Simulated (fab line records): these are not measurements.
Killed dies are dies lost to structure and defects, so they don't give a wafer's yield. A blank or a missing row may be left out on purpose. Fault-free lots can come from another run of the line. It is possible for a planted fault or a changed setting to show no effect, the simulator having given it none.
Chamber matching -- flow n5_finfet -- rie_diel-02 running N5_BEOL_M1_ETCH_63: 4 sister chambers
The step etches SiARC in CF4, target depth 15.6 nm, time 26 s. 4 wafers are shown with their chamber, then 9 later ones without.

## WAFERS, EACH WITH ITS CHAMBER
wafer,chamber,showerhead_plenum_p_Torr (Torr)
L079.4,0,2.24
L082.1,1,2.27
L082.2,3,2.28
L082.4,2,2.07

## WAFERS WITHOUT THEIR CHAMBER
wafer,showerhead_plenum_p_Torr (Torr)
L090.3,2.24
L090.4,2.27
L090.6,2.26
L094.1,2.26
L094.5,2.06
L094.6,2.23
L097.2,2.06
L097.3,2.26
L097.6,2.26

## CHAMBER TAKEN BY EACH
wafer,from the rows above,in truth
L090.3,0,0
L090.4,can't be placed: 1 or 3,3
L090.6,can't be placed: 1 or 0 or 3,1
L094.1,can't be placed: 1 or 0 or 3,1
L094.5,2,2
L094.6,0,0
L097.2,2,2
L097.3,can't be placed: 1 or 0 or 3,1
L097.6,can't be placed: 1 or 0 or 3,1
Correctly placed: 4 of 9. Cannot be placed on the basis of these rows: 5; the candidates contain the true chamber in 5. Number placed wrongly: 0.
How it was worked out, from the rows above alone: a wafer's distance from a chamber is the root of the sum, over the readings, of the square of ((its reading less the chamber's mean) divided by the reading's scatter). If the next closest chamber is less than 2 further off than the closest, the wafer can't be placed; otherwise it belongs to the closest. Each chamber's mean is taken over the wafers shown for it. The scatter: root of mean squared gap, hidden wafer to nearest shown wafer, with one shown wafer a chamber.
